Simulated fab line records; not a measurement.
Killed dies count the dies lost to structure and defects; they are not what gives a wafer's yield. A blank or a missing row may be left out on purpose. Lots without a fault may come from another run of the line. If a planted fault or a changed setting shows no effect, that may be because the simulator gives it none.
Which of the tools did it?    flow nand harc    14 lots with 42 wafers sampled at 5 steps, on a route of 1302 steps

WHAT THE GAUGES READ, wafer by wafer
NHARC_A_BONDPAD_THK_MEAS_30: measures by ellipsometry.
lot   measured      on             thk nm (nm)
L842  day 22 22:49  film metro-01  201.0 200.5 202.3
L843  day 23 18:36  film metro-02  201.0 201.2 201.2
L845  day 23 21:08  film metro-02  198.9 199.4 198.9
L846  day 24 10:14  film metro-01  202.2 199.1 197.6
L848  day 25 21:23  film metro-01  200.0 200.8 200.7
L852  day 27 08:25  film metro-02  201.4 202.4 198.7
L854  day 28 02:45  film metro-01  200.4 200.8 200.3
L856  day 28 22:17  film metro-01  201.1 199.6 197.4
L857  day 29 05:17  film metro-02  200.9 199.5 198.9
L858  day 29 07:47  film metro-01  201.1 198.9 201.9
L860  day 30 14:22  film metro-02  200.3 202.5 199.5
L862  day 31 11:07  film metro-01  201.5 200.9 200.2
L864  day 32 04:50  film metro-02  201.7 199.9 200.1
L865  day 32 07:58  film metro-02  199.3 200.9 200.2

NHARC_A_BONDPAD_THK_MEAS_20: measures by xrf.
lot   measured      on             thk nm (nm)
L842  day 23 02:01  film metro-02  171.7 167.4 169.0
L843  day 23 21:44  film metro-01  170.7 168.6 168.7
L845  day 24 00:11  film metro-01  170.9 168.6 170.4
L846  day 24 13:14  film metro-01  169.8 171.5 170.0
L848  day 26 00:30  film metro-02  170.4 170.3 168.9
L852  day 27 11:32  film metro-01  30.3 30.1 30.1
L854  day 28 06:04  film metro-02  29.5 30.3 30.9
L856  day 29 01:19  film metro-02  170.0 170.5 169.8
L857  day 29 08:25  film metro-01  170.2 169.5 171.1
L858  day 29 11:04  film metro-02  170.3 169.9 170.2
L860  day 30 17:32  film metro-01  169.5 170.3 171.0
L862  day 31 14:11  film metro-02  168.7 170.0 170.7
L864  day 32 07:50  film metro-02  165.2 169.4 169.9
L865  day 32 10:59  film metro-02  170.1 171.5 171.9

NHARC_HYBRID_BOND_OVL_MEAS_05.
lot   measured      on          overlay x nm (nm)  overlay y nm (nm)
L842  day 24 10:26  overlay-02  -9 40 -17          -59 30 38
L843  day 24 10:26  overlay-01  5 21 -16           0 7 30
L845  day 24 13:58  overlay-01  24 10 72           19 -21 -20
L846  day 24 23:52  overlay-01  26 7 4             -42 14 26
L848  day 26 09:27  overlay-02  -5 -35 -11         43 -2 -28
L856  day 29 13:35  overlay-01  -48 37 -8          -39 9 -14
L857  day 29 18:07  overlay-01  12 21 55           -53 -3 -15
L858  day 29 18:07  overlay-02  -36 42 0           -73 6 3
L860  day 31 04:16  overlay-01  0 15 38            -14 46 -4
L862  day 32 02:52  overlay-01  27 -11 1           -1 41 12
L864  day 32 14:13  overlay-02  -59 26 30          -11 -14 76
L865  day 32 21:11  overlay-01  -11 7 37           -40 -10 45

EACH LOT AND THE TOOL THAT RAN IT (in order: tool; ch and the chambers of the sampled wafers; start)
lot   NHARC_A_BONDPAD_ECD_18          NHARC_A_BONDPAD_ANNEAL_28
L842  ecd cu-01 ch 0,1, day 23 01:01  rtp anneal-02 ch 0, day 23 01:20
L843  ecd cu-02 ch 0,1, day 23 20:47  rtp anneal-01 ch 0, day 23 21:10
L845  ecd cu-02 ch 0,1, day 23 23:12  rtp anneal-02 ch 0, day 23 23:35
L846  ecd cu-01 ch 0,1, day 24 12:14  rtp anneal-02 ch 0, day 24 12:37
L848  ecd cu-01 ch 0,1, day 25 23:34  rtp anneal-01 ch 0, day 25 23:59
L852  ecd cu-01 ch 0,1, day 27 10:29  rtp anneal-01 ch 0, day 27 10:52
L854  ecd cu-02 ch 1, day 28 05:00    rtp anneal-01 ch 0, day 28 05:23
L856  ecd cu-02 ch 0,1, day 29 00:16  rtp anneal-01 ch 0, day 29 00:39
L857  ecd cu-01 ch 0,1, day 29 07:22  rtp anneal-02 ch 0, day 29 07:44
L858  ecd cu-02 ch 0,1, day 29 10:01  rtp anneal-01 ch 0, day 29 10:29
L860  ecd cu-01 ch 0, day 30 16:33    rtp anneal-01 ch 0, day 30 16:56
L862  ecd cu-02 ch 0,1, day 31 13:14  rtp anneal-01 ch 0, day 31 13:37
L864  ecd cu-01 ch 0,1, day 32 06:53  rtp anneal-01 ch 0, day 32 07:16
L865  ecd cu-01 ch 0,1, day 32 09:59  rtp anneal-01 ch 0, day 32 10:22
- NHARC_A_BONDPAD_ECD_18: material Cu, target thk 400 nm.
- NHARC_A_BONDPAD_ANNEAL_28: time 90 s.

AS READ BY THE TOOLS THEMSELVES (means over the sampled wafers that have a number; for cases with no such wafer, the mark the record gives instead)
NHARC_A_BONDPAD_ECD_18.
lot   tool       bath heat duty pct (%)  bath temp c (C)
L842  ecd cu-01  6.0                     24.97
L843  ecd cu-02  6.5                     25.03
L845  ecd cu-02  6.8                     25.04
L846  ecd cu-01  6.2                     25.01
L848  ecd cu-01  6.2                     25.08
L852  ecd cu-01  -                       -
L854  ecd cu-02  -                       -
L856  ecd cu-02  7.0                     25.02
L857  ecd cu-01  6.6                     25.06
L858  ecd cu-02  6.4                     25.01
L860  ecd cu-01  6.8                     24.96
L862  ecd cu-02  6.4                     24.95
L864  ecd cu-01  6.7                     24.96
L865  ecd cu-01  6.3                     24.84

NHARC_A_BONDPAD_ANNEAL_28.
lot   tool           wafer_temp_C_max
L842  rtp anneal-02  225.8
L843  rtp anneal-01  226.5
L845  rtp anneal-02  225.9
L846  rtp anneal-02  225.9
L848  rtp anneal-01  226.7
L852  rtp anneal-01  226.8
L854  rtp anneal-01  226.5
L856  rtp anneal-01  226.6
L857  rtp anneal-02  225.9
L858  rtp anneal-01  226.7
L860  rtp anneal-01  226.6
L862  rtp anneal-01  226.6
L864  rtp anneal-01  226.9
L865  rtp anneal-01  226.7

THE ANSWER, worked out from the rows above alone
Rule: usual is defined by the lots themselves. The widest of any qualifying gaps counts: lots, ordered by their means at a reading, are off when they make up no more than a third of the lots, leave a main group of 4 or more, and stand apart from it by 3 or more times the standard deviation of that group's means. Not used: any main group whose means are identical at the precision the tables above print for the reading. A lot without any number at a reading at which 4 lots or more have one is off too. All remaining lots with rows at the step are treated as sound. Order of review: gauges by route order, followed by the tools' own readings, for which a lot's mean as printed above is used. At the first step where some lot is off, the reading lying furthest off is the one used; lots without a number count as furthest.
Off at NHARC_A_BONDPAD_THK_MEAS_20 (thk nm): L852, L854. For the main group the mean is 169.9 nm and the standard deviation 0.7.
If a tool, at a process step before that reading, ran all the lots that are off and no sound lot after the first of them, it fits. Not tried: the gauges at NHARC_A_BONDPAD_THK_MEAS_20; whatever is off there is also off at NHARC_A_BONDPAD_ECD_18, on other tools, and gauge error can't account for it. Not one of the candidates tried fits.

WHAT THE SIMULATOR HAD PUT IN
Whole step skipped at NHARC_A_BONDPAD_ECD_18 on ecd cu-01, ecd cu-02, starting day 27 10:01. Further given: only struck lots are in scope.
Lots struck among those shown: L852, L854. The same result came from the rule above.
